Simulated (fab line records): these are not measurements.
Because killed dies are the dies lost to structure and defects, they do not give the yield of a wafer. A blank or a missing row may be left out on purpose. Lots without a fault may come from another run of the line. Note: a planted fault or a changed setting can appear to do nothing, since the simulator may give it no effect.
What tool caused it?	flow nand harc	Sampling: 14 lots, 42 wafers, 4 of 1302 route steps

WHAT THE GAUGES READ, wafer by wafer
NHARC_A_ONON_D2_THK_MEAS_08: measures by ellipsometry.
lot	measured	on	thk nm (nm)
L276	day 12 07:40	film metro-01	1001 1000 1001
L277	day 13 12:04	film metro-02	997 996 995
L278	day 13 19:31	film metro-01	994 995 997
L279	day 14 09:40	film metro-01	1026 1026 1028
L280	day 14 09:30	film metro-02	1000 1002 1002
L282	day 15 03:16	film metro-02	1015 1011 1012
L281	day 15 03:14	film metro-02	1007 1006 1006
L284	day 15 17:07	film metro-02	1002 1000 1001
L290	day 18 10:17	film metro-01	1006 1007 1005
L292	day 19 15:37	film metro-01	567 567 566 567 566 564
L296	day 20 19:27	film metro-02	987 987 986
L295	day 20 19:26	film metro-01	597 597 597 597 595 596
L297	day 21 15:31	film metro-02	982 980 981
L298	day 21 15:30	film metro-01	1013 1014 1014

WHAT TOOL EACH LOT RAN ON (gives the tool, then ch and the chambers of the sampled wafers, and finally the start)
lot	NHARC_A_CHANNEL_FILL_D1_ETCHBACK_08	NHARC_A_DECK1_JOINT_DEP_16	NHARC_A_ONON_D2_DEP_06
L276	rie diel-09 ch 0,2,3, day 12 05:39 or earlier	pecvd-01 ch 0,1,2, day 12 05:39	pecvd onon-04 ch 0, day 12 07:10
L277	rie diel-13 ch 0,3, day 13 10:06 or earlier	pecvd-02 ch 0,2, day 13 10:06	pecvd onon-01 ch 0, day 13 11:37
L278	rie diel-13 ch 1,2,3, day 13 17:31 or earlier	pecvd-04 ch 0,2, day 13 17:31	pecvd onon-03 ch 0, day 13 19:04
L279	rie diel-09 ch 0,1,3, day 14 07:38 or earlier	pecvd-04 ch 1,2, day 14 07:38	pecvd onon-01 ch 0, day 14 09:17
L280	rie diel-09 ch 0,1,2, day 14 07:28 or earlier	pecvd-04 ch 1,2, day 14 07:28	pecvd onon-03 ch 0, day 14 09:02
L282	rie diel-09 ch 0,1, day 15 01:14 or earlier	pecvd-01 ch 0,2, day 15 01:14	pecvd onon-04 ch 0, day 15 02:45
L281	rie diel-13 ch 0,2, day 15 01:14 or earlier	pecvd-04 ch 0,2, day 15 01:14	pecvd onon-01 ch 0, day 15 02:43
L284	rie diel-13 ch 2,3, day 15 15:04 or earlier	pecvd-02 ch 0,1,2, day 15 15:04	pecvd onon-04 ch 0, day 15 16:35
L290	rie diel-12 ch 0,1,3, day 18 08:16 or earlier	pecvd-01 ch 0,1,2, day 18 08:16	pecvd onon-01 ch 0, day 18 09:46
L292	rie diel-12 ch 1,3, day 19 13:40 or earlier	pecvd-01 ch 0,2, day 19 13:40	pecvd onon-04 ch 0, day 19 15:10
L296	rie diel-13 ch 0,1,3, day 20 17:25 or earlier	pecvd-04 ch 0,2, day 20 17:25	pecvd onon-03 ch 0, day 20 19:00
L295	rie diel-12 ch 0,2,3, day 20 17:25 or earlier	pecvd-02 ch 1,2, day 20 17:25	pecvd onon-04 ch 0, day 20 18:56
L297	rie diel-13 ch 0,1,2, day 21 13:31 or earlier	pecvd-04 ch 0,2, day 21 13:31	pecvd onon-01 ch 0, day 21 15:01
L298	rie diel-09 ch 1,2,3, day 21 13:32 or earlier	pecvd-02 ch 0,1, day 21 13:32	pecvd onon-03 ch 0, day 21 15:07
- NHARC_A_CHANNEL_FILL_D1_ETCHBACK_08: etches the open film in C4F8, target depth 220 nm, time 110 s.
- NHARC_A_DECK1_JOINT_DEP_16: deposits SiO2, target thk 45 nm.
- NHARC_A_ONON_D2_DEP_06: target thk 1000 nm.

WHAT THE TOOLS THEMSELVES READ (means of the sampled wafers that have a number; where no wafer has one, the mark that the record gives instead)
NHARC_A_CHANNEL_FILL_D1_ETCHBACK_08.
lot	tool	oes product au (a.u.)	rf fwd power W (W)	rf vpp V (V)
L276	rie diel-09	0.94	596.8	444.3
L277	rie diel-13	0.99	595.5	438.4
L278	rie diel-13	1.00	595.2	441.2
L279	rie diel-09	0.99	594.5	442.7
L280	rie diel-09	0.92	594.8	443.5
L282	rie diel-09	0.91	598.3	443.5
L281	rie diel-13	0.93	596.1	440.0
L284	rie diel-13	1.00	596.6	442.2
L290	rie diel-12	0.93	599.3	443.2
L292	rie diel-12	0.94	596.4	444.8
L296	rie diel-13	0.93	595.9	438.9
L295	rie diel-12	1.02	595.0	439.5
L297	rie diel-13	0.93	593.9	441.4
L298	rie diel-09	0.92	595.8	443.5

NHARC_A_DECK1_JOINT_DEP_16.
lot	tool	heater power w (W)	rf fwd power W (W)	susceptor temp C (C)	throttle valve pct (%)
L276	pecvd-01	571	895.9	400.01	16.1
L277	pecvd-02	703	896.9	400.08	16.2
L278	pecvd-04	581	894.4	399.96	15.3
L279	pecvd-04	556	894.1	399.93	16.5
L280	pecvd-04	517	895.0	399.99	16.3
L282	pecvd-01	594	893.4	399.96	15.9
L281	pecvd-04	547	896.6	399.91	15.6
L284	pecvd-02	576	893.4	399.94	15.7
L290	pecvd-01	634	895.0	399.99	15.8
L292	pecvd-01	598	894.8	399.61	16.0
L296	pecvd-04	554	896.1	399.90	15.4
L295	pecvd-02	607	894.1	399.69	15.9
L297	pecvd-04	597	901.2	400.17	15.7
L298	pecvd-02	597	900.4	399.95	15.8

NHARC_A_ONON_D2_DEP_06.
lot	tool	n2o flow sccm (sccm)	susceptor temp C (C)
L276	pecvd onon-04	2001	399.97
L277	pecvd onon-01	2004	399.96
L278	pecvd onon-03	1999	400.12
L279	pecvd onon-01	1995	399.63
L280	pecvd onon-03	1998	399.77
L282	pecvd onon-04	1996	400.01
L281	pecvd onon-01	1995	399.90
L284	pecvd onon-04	1995	399.87
L290	pecvd onon-01	1994	399.95
L292	pecvd onon-04	2004	400.04
L296	pecvd onon-03	2009	399.97
L295	pecvd onon-04	1995	399.96
L297	pecvd onon-01	2002	400.19
L298	pecvd onon-03	1997	400.11

THE ANSWER, worked out from the rows above alone
Rule: usual is defined by the lots themselves. The widest of any qualifying gaps counts: lots, ordered by their means at a reading, are off when they make up no more than a third of the lots, leave a main group of 4 or more, and stand apart from it by 3 or more times the standard deviation of that group's means. A main group whose means are all the same, to the digits that the tables above print for the reading, isn't used. A lot without any number at a reading at which 4 lots or more have one is off too. The other lots that the step has rows for count as sound. First the gauges in route order, then the tools' own readings, where a lot's mean is used as printed above. At the first step where some lot is off, the reading lying furthest off is the one used; lots without a number count as furthest.
Off at NHARC_A_ONON_D2_THK_MEAS_08 (thk nm): L292, L295. The main group: mean 1002 nm, standard deviation 12.
A tool fits if, at a process step before that reading, it ran every lot that is off, and no sound lot after the first of them. Gauges at NHARC_A_ONON_D2_THK_MEAS_08: tried the same way as those tools. NHARC_A_CHANNEL_FILL_D1_ETCHBACK_08: start missing for some lots; hours and lot order therefore follow NHARC_A_DECK1_JOINT_DEP_16. Can't be told from this: 2 tools fit, rie diel-12 at NHARC_A_CHANNEL_FILL_D1_ETCHBACK_08, pecvd onon-04 at NHARC_A_ONON_D2_DEP_06.

WHAT THE SIMULATOR HAD INSERTED
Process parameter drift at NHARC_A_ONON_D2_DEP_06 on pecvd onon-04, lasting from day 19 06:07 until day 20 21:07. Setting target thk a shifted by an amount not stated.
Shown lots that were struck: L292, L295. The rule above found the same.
